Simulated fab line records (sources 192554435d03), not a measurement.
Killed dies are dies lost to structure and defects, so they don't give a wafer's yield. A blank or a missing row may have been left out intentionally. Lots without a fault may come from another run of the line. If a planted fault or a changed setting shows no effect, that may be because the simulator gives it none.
Chamber matching / flow n5 finfet / N5_PMOS_HMC_CHANNEL_EPI_ETCH_38 on rie si-01 has 4 sister chambers
The step etches SiO2 in CF4, target depth 1.5 nm. 4 wafers are shown with their chamber, then 9 later ones without.

== WAFERS PAIRED WITH THEIR CHAMBERS ==
wafer=L082.1; chamber=1; throttle valve pct (%)=21.71
wafer=L084.2; chamber=0; throttle valve pct (%)=21.71
wafer=L085.4; chamber=3; throttle valve pct (%)=21.98
wafer=L085.5; chamber=2; throttle valve pct (%)=22.08

== WAFERS WHOSE CHAMBER IS MISSING ==
wafer=L087.1; throttle valve pct (%)=21.70
wafer=L087.2; throttle valve pct (%)=22.07
wafer=L087.3; throttle valve pct (%)=21.98
wafer=L091.1; throttle valve pct (%)=21.73
wafer=L091.3; throttle valve pct (%)=21.71
wafer=L091.6; throttle valve pct (%)=21.72
wafer=L094.2; throttle valve pct (%)=21.94
wafer=L094.3; throttle valve pct (%)=21.72
wafer=L094.6; throttle valve pct (%)=21.70

== WHICH CHAMBER EACH ONE RAN IN ==
wafer=L087.1; from the rows above=can't be placed: 0 or 1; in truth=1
wafer=L087.2; from the rows above=2; in truth=2
wafer=L087.3; from the rows above=3; in truth=3
wafer=L091.1; from the rows above=can't be placed: 0 or 1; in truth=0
wafer=L091.3; from the rows above=can't be placed: 0 or 1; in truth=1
wafer=L091.6; from the rows above=can't be placed: 0 or 1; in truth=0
wafer=L094.2; from the rows above=3; in truth=3
wafer=L094.3; from the rows above=can't be placed: 0 or 1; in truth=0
wafer=L094.6; from the rows above=can't be placed: 0 or 1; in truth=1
Correctly placed: 3 of 9. From these rows, 6 cannot be placed; in 6 the true chamber is one of the candidates. 0 placed wrongly.
How it was worked out, from the rows above alone: a wafer's distance from a chamber is the root of the sum, over the readings, of the square of ((its reading less the chamber's mean) divided by the reading's scatter). The wafer belongs to the nearest chamber; if the next one is less than 2 further off, it can't be placed. For every chamber, the mean is computed from those of its wafers that are shown. The scatter: with one shown wafer a chamber, the root of the mean of the squares of how far each hidden wafer lies from its nearest shown one.
